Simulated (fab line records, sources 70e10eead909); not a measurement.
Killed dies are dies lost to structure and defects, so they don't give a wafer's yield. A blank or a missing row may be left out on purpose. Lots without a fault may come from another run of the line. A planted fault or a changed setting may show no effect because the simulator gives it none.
Chamber matching | flow nand_harc | NHARC_P_M2_PRE_CLEAN_32 on pecvd-02: 3 sister chambers
The step time 12 s. 20 wafers are shown with their chamber, then 10 later ones without.

WAFERS WITH THEIR CHAMBER
wafer  | chamber | heater_power_w (W)
L074.2 | 0       | 705
L074.3 | 2       | 663
L074.5 | 0       | 713
L076.3 | 0       | 827
L076.5 | 0       | 840
L076.6 | 2       | 634
L081.2 | 2       | 641
L081.4 | 2       | 640
L081.6 | 0       | 868
L082.2 | 2       | 586
L082.4 | 0       | 834
L082.5 | 2       | 591
L085.2 | 2       | 556
L085.3 | 0       | 783
L085.5 | 0       | 776
L087.1 | 0       | 715
L087.2 | 2       | 566
L087.5 | 1       | 795
L087.3 | 1       | 788
L087.4 | 0       | 730

SIGNATURES (means of the wafers above)
reading        | chamber 0 | chamber 1 | chamber 2 | scatter within a chamber
heater_power_w | 779.10    | 791.50    | 609.62    | 51.1
Rule: a wafer's distance from a chamber is the root of the sum, over the readings, of the square of ((its reading less the chamber's mean) divided by the reading's scatter). The wafer belongs to the nearest chamber; if the next one is less than 2 further off, it can't be placed. The scatter: the root of (the sum of the squares of (reading less its chamber's mean) over the shown wafers, divided by (wafers less chambers)).

WAFERS WITHOUT THEIR CHAMBER
wafer  | heater_power_w (W)
L087.6 | 563
L089.2 | 751
L089.3 | 643
L089.4 | 743
L090.4 | 770
L090.5 | 588
L090.6 | 804
L092.3 | 795
L092.4 | 639
L092.5 | 823

WHICH CHAMBER EACH WENT THROUGH
wafer  | from the rows above          | in truth
L087.6 | 2                            | 2
L089.2 | can't be placed: 0 or 1      | 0
L089.3 | 2                            | 2
L089.4 | can't be placed: 0 or 1 or 2 | 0
L090.4 | can't be placed: 0 or 1      | 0
L090.5 | 2                            | 2
L090.6 | can't be placed: 1 or 0      | 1
L092.3 | can't be placed: 1 or 0      | 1
L092.4 | 2                            | 2
L092.5 | can't be placed: 1 or 0      | 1
Placed correctly: 4 of 10. Can't be placed from these rows: 6 (the true chamber is among the candidates in 6). Placed wrongly: 0.
